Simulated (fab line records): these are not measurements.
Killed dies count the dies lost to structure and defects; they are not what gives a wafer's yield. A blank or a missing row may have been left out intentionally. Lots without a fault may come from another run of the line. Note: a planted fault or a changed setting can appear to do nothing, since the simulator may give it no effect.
Which tool is to blame? :: flow nand_harc :: 6 lots, 18 wafers sampled, at 4 steps of a route of 1302

== WHAT EACH GAUGE READ, for each wafer ==
NHARC_END_SORT_01.
lot: L667
measured: day 29 20:18
on: prober-02
killed_at_array: 668 65 51

== WHICH TOOL RAN EACH LOT (tool, then ch and the chambers of the sampled wafers, then the start) ==
lot: L657
NHARC_A_STAIRCASE_CMP_152: cmp-02 ch 0,2,3, day 19 22:13
NHARC_A_STAIRCASE_ETCHBACK_422: rie_diel-04 ch 1,2,3, day 19 22:40
NHARC_A_SGD_CUT_ETCH_58: rie_diel-08 ch 0,3, day 20 01:02

lot: L667
NHARC_A_STAIRCASE_CMP_152: cmp-01 ch 0,1,3, day 24 08:26
NHARC_A_STAIRCASE_ETCHBACK_422: rie_diel-02 ch 0,2,3, day 24 08:54
NHARC_A_SGD_CUT_ETCH_58: rie_diel-13 ch 0,1,3, day 24 11:08

lot: L671
NHARC_A_STAIRCASE_CMP_152: cmp-02 ch 0,1,2, day 26 06:48
NHARC_A_STAIRCASE_ETCHBACK_422: rie_diel-04 ch 0,1,2, day 26 07:15
NHARC_A_SGD_CUT_ETCH_58: rie_diel-05 ch 0,1,3, day 26 09:26

lot: L673
NHARC_A_STAIRCASE_CMP_152: cmp-03 ch 1,2,3, day 26 22:20
NHARC_A_STAIRCASE_ETCHBACK_422: rie_diel-02 ch 1,3, day 26 22:47
NHARC_A_SGD_CUT_ETCH_58: rie_diel-05 ch 2,3, day 27 01:19

lot: L674
NHARC_A_STAIRCASE_CMP_152: cmp-02 ch 1,2,3, day 28 06:09
NHARC_A_STAIRCASE_ETCHBACK_422: rie_diel-02 ch 0,1,3, day 28 06:37
NHARC_A_SGD_CUT_ETCH_58: rie_diel-05 ch 0,3, day 28 09:02

lot: L678
NHARC_A_STAIRCASE_CMP_152: cmp-03 ch 0,2, day 29 00:46
NHARC_A_STAIRCASE_ETCHBACK_422: rie_diel-02 ch 1,2,3, day 29 01:14
NHARC_A_SGD_CUT_ETCH_58: rie_diel-13 ch 0,3, day 29 03:34
- NHARC_A_STAIRCASE_CMP_152: polishes.
- NHARC_A_STAIRCASE_ETCHBACK_422: etches the open film in CH3F/O2, target depth 40 nm, time 74.286 s.
- NHARC_A_SGD_CUT_ETCH_58: etches the open film in CF4, target depth 39 nm, time 65 s.

== THE ANSWER, worked out from the rows above alone ==
Rule: usual is defined by the lots themselves. Put in order of their means at a reading, lots are off if they are a third of the lots or fewer, leave a main group of 4 or more, and stand apart from it by a gap of 3 or more times the standard deviation of the main group's means; of several such gaps the widest counts. If all means in a main group match to the digits the tables above print for the reading, that group is not used. Also off: a lot with no number at a reading for which 4 or more lots have one. Where the step has rows for the other lots, those lots are counted as sound.
No lot is off at any reading shown: from this, nothing can be told.

== WHAT THE SIMULATOR HAD INSERTED ==
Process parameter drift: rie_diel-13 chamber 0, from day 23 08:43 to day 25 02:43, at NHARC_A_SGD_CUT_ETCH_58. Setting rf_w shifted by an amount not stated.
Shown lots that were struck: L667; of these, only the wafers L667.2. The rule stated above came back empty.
